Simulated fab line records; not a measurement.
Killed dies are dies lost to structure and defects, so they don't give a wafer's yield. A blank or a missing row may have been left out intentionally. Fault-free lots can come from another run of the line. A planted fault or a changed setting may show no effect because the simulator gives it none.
Split-lot trial / flow n5-finfet / on a route of 1938 steps: 7 lots, 39 wafers read

THE SPLIT
At N5_BEOL_M0_SAQP_PECVD_96 (deposits a-Si from SiH4/He, target thk 45 nm, time 45.2 s), the setting time-s was moved away from the recipe's 45.2 s on 15 of the 39 wafers read, by -51.3% to +15.2%. All remaining wafers had this setting at the recipe value.

FROM THE SPLIT TO THE READING: what the file shows between them, 4 steps
- N5_BEOL_M0_SAQP_PECVD_97: deposits SiNx from SiH4/NH3/N2, target thk 23 nm, time 19.9 s
- N5_BEOL_M0_SAQP_PECVD_04: deposits a-Si from SiH4/He, target thk 60 nm, time 60.2 s
- N5_BEOL_M0_SAQP_ETCH_101: etches SiNx in CH3F/O2, target depth 29.9 nm, time 42.7 s
- N5_BEOL_M0_SAQP_ETCH_102: etches SiO2 in CF4, target depth 4 nm, time 4.4 s

THE READING
oes-product-au, in a.u., at N5_BEOL_M0_SAQP_MANDREL_ETCH_103 (etches a-Si in HBr/Cl2, stops on SiCN, target depth 45 nm, bt time 10 s, time 27 s). Fault-free wafers of this fab line usually give 0.683 a.u., standard deviation 0.013 a.u.

wafer=L075.1; tool, chamber at the split=pecvd-03, 2; time-s as run, s=21.99; against the recipe=-51.3%; oes-product-au, a.u.=0.481; against lot-mates on the recipe=-0.200
wafer=L075.2; tool, chamber at the split=pecvd-03, 0; time-s as run, s=45.2; against the recipe=recipe; oes-product-au, a.u.=0.674; against lot-mates on the recipe=-
wafer=L075.3; tool, chamber at the split=pecvd-03, 1; time-s as run, s=45.2; against the recipe=recipe; oes-product-au, a.u.=0.684; against lot-mates on the recipe=-
wafer=L075.4; tool, chamber at the split=pecvd-03, 1; time-s as run, s=21.99; against the recipe=-51.3%; oes-product-au, a.u.=0.486; against lot-mates on the recipe=-0.195
wafer=L075.5; tool, chamber at the split=pecvd-03, 0; time-s as run, s=21.99; against the recipe=-51.3%; oes-product-au, a.u.=0.475; against lot-mates on the recipe=-0.206
wafer=L075.6; tool, chamber at the split=pecvd-03, 2; time-s as run, s=45.2; against the recipe=recipe; oes-product-au, a.u.=0.684; against lot-mates on the recipe=-
wafer=L077.1; tool, chamber at the split=pecvd-01, 2,1; time-s as run, s=45.2; against the recipe=recipe; oes-product-au, a.u.=0.684; against lot-mates on the recipe=-
wafer=L077.2; tool, chamber at the split=pecvd-01, 1; time-s as run, s=45.2; against the recipe=recipe; oes-product-au, a.u.=0.656; against lot-mates on the recipe=-
wafer=L077.3; tool, chamber at the split=pecvd-01, 0; time-s as run, s=45.2; against the recipe=recipe; oes-product-au, a.u.=0.676; against lot-mates on the recipe=-
wafer=L077.4; tool, chamber at the split=pecvd-01, 2; time-s as run, s=45.2; against the recipe=recipe; oes-product-au, a.u.=0.682; against lot-mates on the recipe=-
wafer=L077.5; tool, chamber at the split=pecvd-01, 2,1; time-s as run, s=45.2; against the recipe=recipe; oes-product-au, a.u.=0.689; against lot-mates on the recipe=-
wafer=L077.6; tool, chamber at the split=pecvd-01, 0; time-s as run, s=45.2; against the recipe=recipe; oes-product-au, a.u.=0.669; against lot-mates on the recipe=-
wafer=L082.1; tool, chamber at the split=pecvd-03, 1; time-s as run, s=45.2; against the recipe=recipe; oes-product-au, a.u.=0.681; against lot-mates on the recipe=-
wafer=L082.2; tool, chamber at the split=pecvd-03, 0; time-s as run, s=45.2; against the recipe=recipe; oes-product-au, a.u.=0.696; against lot-mates on the recipe=-
wafer=L082.5; tool, chamber at the split=pecvd-03, 0; time-s as run, s=45.2; against the recipe=recipe; oes-product-au, a.u.=0.714; against lot-mates on the recipe=-
wafer=L085.1; tool, chamber at the split=pecvd-03, 2,0; time-s as run, s=36.9; against the recipe=-18.4%; oes-product-au, a.u.=0.619; against lot-mates on the recipe=-0.065
wafer=L085.2; tool, chamber at the split=pecvd-03, 0; time-s as run, s=45.2; against the recipe=recipe; oes-product-au, a.u.=0.671; against lot-mates on the recipe=-
wafer=L085.3; tool, chamber at the split=pecvd-03, 1; time-s as run, s=45.2; against the recipe=recipe; oes-product-au, a.u.=0.700; against lot-mates on the recipe=-
wafer=L085.4; tool, chamber at the split=pecvd-03, 2; time-s as run, s=36.9; against the recipe=-18.4%; oes-product-au, a.u.=0.614; against lot-mates on the recipe=-0.070
wafer=L085.5; tool, chamber at the split=pecvd-03, 1; time-s as run, s=45.2; against the recipe=recipe; oes-product-au, a.u.=0.682; against lot-mates on the recipe=-
wafer=L085.6; tool, chamber at the split=pecvd-03, 2,0; time-s as run, s=36.9; against the recipe=-18.4%; oes-product-au, a.u.=0.604; against lot-mates on the recipe=-0.080
wafer=L089.1; tool, chamber at the split=pecvd-02, 0; time-s as run, s=23.71; against the recipe=-47.5%; oes-product-au, a.u.=0.513; against lot-mates on the recipe=-0.181
wafer=L089.2; tool, chamber at the split=pecvd-02, 1; time-s as run, s=23.71; against the recipe=-47.5%; oes-product-au, a.u.=0.482; against lot-mates on the recipe=-0.212
wafer=L089.3; tool, chamber at the split=pecvd-02, 0; time-s as run, s=45.2; against the recipe=recipe; oes-product-au, a.u.=0.679; against lot-mates on the recipe=-
wafer=L089.4; tool, chamber at the split=pecvd-02, 1; time-s as run, s=45.2; against the recipe=recipe; oes-product-au, a.u.=0.697; against lot-mates on the recipe=-
wafer=L089.5; tool, chamber at the split=pecvd-02, 0; time-s as run, s=45.2; against the recipe=recipe; oes-product-au, a.u.=0.707; against lot-mates on the recipe=-
wafer=L089.6; tool, chamber at the split=pecvd-02, 1; time-s as run, s=23.71; against the recipe=-47.5%; oes-product-au, a.u.=0.488; against lot-mates on the recipe=-0.206
wafer=L095.1; tool, chamber at the split=pecvd-02, 0; time-s as run, s=52.08; against the recipe=+15.2%; oes-product-au, a.u.=0.736; against lot-mates on the recipe=+0.049
wafer=L095.2; tool, chamber at the split=pecvd-02, 2; time-s as run, s=45.2; against the recipe=recipe; oes-product-au, a.u.=0.688; against lot-mates on the recipe=-
wafer=L095.3; tool, chamber at the split=pecvd-02, 1; time-s as run, s=52.08; against the recipe=+15.2%; oes-product-au, a.u.=0.733; against lot-mates on the recipe=+0.046
wafer=L095.4; tool, chamber at the split=pecvd-02, 2; time-s as run, s=52.08; against the recipe=+15.2%; oes-product-au, a.u.=0.761; against lot-mates on the recipe=+0.074
wafer=L095.5; tool, chamber at the split=pecvd-02, 1; time-s as run, s=45.2; against the recipe=recipe; oes-product-au, a.u.=0.689; against lot-mates on the recipe=-
wafer=L095.6; tool, chamber at the split=pecvd-02, 0; time-s as run, s=45.2; against the recipe=recipe; oes-product-au, a.u.=0.684; against lot-mates on the recipe=-
wafer=L096.1; tool, chamber at the split=pecvd-03, 1,0; time-s as run, s=45.2; against the recipe=recipe; oes-product-au, a.u.=0.702; against lot-mates on the recipe=-
wafer=L096.2; tool, chamber at the split=pecvd-03, 0; time-s as run, s=45.2; against the recipe=recipe; oes-product-au, a.u.=0.663; against lot-mates on the recipe=-
wafer=L096.3; tool, chamber at the split=pecvd-03, 2; time-s as run, s=30.8; against the recipe=-31.9%; oes-product-au, a.u.=0.549; against lot-mates on the recipe=-0.137
wafer=L096.4; tool, chamber at the split=pecvd-03, 1,0; time-s as run, s=45.2; against the recipe=recipe; oes-product-au, a.u.=0.692; against lot-mates on the recipe=-
wafer=L096.5; tool, chamber at the split=pecvd-03, 1; time-s as run, s=30.8; against the recipe=-31.9%; oes-product-au, a.u.=0.574; against lot-mates on the recipe=-0.112
wafer=L096.6; tool, chamber at the split=pecvd-03, 2; time-s as run, s=30.8; against the recipe=-31.9%; oes-product-au, a.u.=0.560; against lot-mates on the recipe=-0.126
When a row names more than one chamber, that row covers several wafers, and the file does not tell which wafer ran in which chamber.

FIT RESULTS
A straight line over all 39 wafers: oes-product-au changes by +0.00397 a.u. for each +1% of time-s; r = +0.99; the points scatter about the line by 0.013 a.u.
The same after taking each lot's own level away (the mean of its wafers on the recipe; 39 wafers): +0.00399 a.u. for each +1%; r = +0.99; scatter 0.012 a.u.
That fit puts the effect of the largest move of time-s on the reading at 0.2 a.u.
From 0.6760 to 0.6970 a.u.: that is the span of the lots' own levels, equal to 1.6 times the standard deviation above.
The two slopes are in agreement: the lot-to-lot level therefore moves the slope only a little.
Check: with one of the wafers moved furthest among these (-51.3%) left out of the fit, the line predicts -0.206 a.u. for it against its lot-mates. It came out at -0.2 a.u. against them.

OTHER SPLITS APPLIED TO THESE WAFERS
Other splits were also applied to these wafers ahead of the reading. Each is held against what the fit with the lots' levels taken away leaves over:
other split on the same wafers=N5_FIN_SAQP_DEVELOP_15 develop-time-s; wafers away from the commonest value=15; r with oes-product-au (lot level and that fit taken away)=+0.04
other split on the same wafers=N5_SD_EPI_N_EPI_21 epi-growth-time-s; wafers away from the commonest value=9; r with oes-product-au (lot level and that fit taken away)=+0.11
other split on the same wafers=N5_HKMG_FIN_DESCUM_53 time-s; wafers away from the commonest value=15; r with oes-product-au (lot level and that fit taken away)=-0.09
other split on the same wafers=N5_MOL_CONTACT_COAG_SPUTTER_143 target-thk-a; wafers away from the commonest value=15; r with oes-product-au (lot level and that fit taken away)=-0.26

THE WHOLE CHAIN: every reading that the file lists as answering this split, in the file's order
step=N5_BEOL_M0_SAQP_PECVD_96; what it does=deposits a-Si from SiH4/He, target thk 45 nm, time 45.2 s; reading=a-Si_of_BEOL_M0_SAQP_PECVD_96.thk-nm (the simulator's own value, which no gauge read); change (the file's fit)=+0.454 nm for each +1% of the setting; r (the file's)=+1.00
step=N5_BEOL_M0_SAQP_MANDREL_ETCH_103; what it does=etches a-Si in HBr/Cl2, stops on SiCN, target depth 45 nm, bt time 10 s, time 27 s; reading=oes-product-au; change (the file's fit)=+0.004 a.u. for each +1% of the setting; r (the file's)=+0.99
step=N5_BEOL_M0_SAQP_MANDREL_ETCH_103; what it does=etches a-Si in HBr/Cl2, stops on SiCN, target depth 45 nm, bt time 10 s, time 27 s; reading=etch.depth-nm (the simulator's own value, which no gauge read); change (the file's fit)=+0.454 nm for each +1% of the setting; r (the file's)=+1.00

THE FILE'S OWN FIT
oes-product-au changes by +0.004 a.u. for each +1% of time-s, r = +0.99.
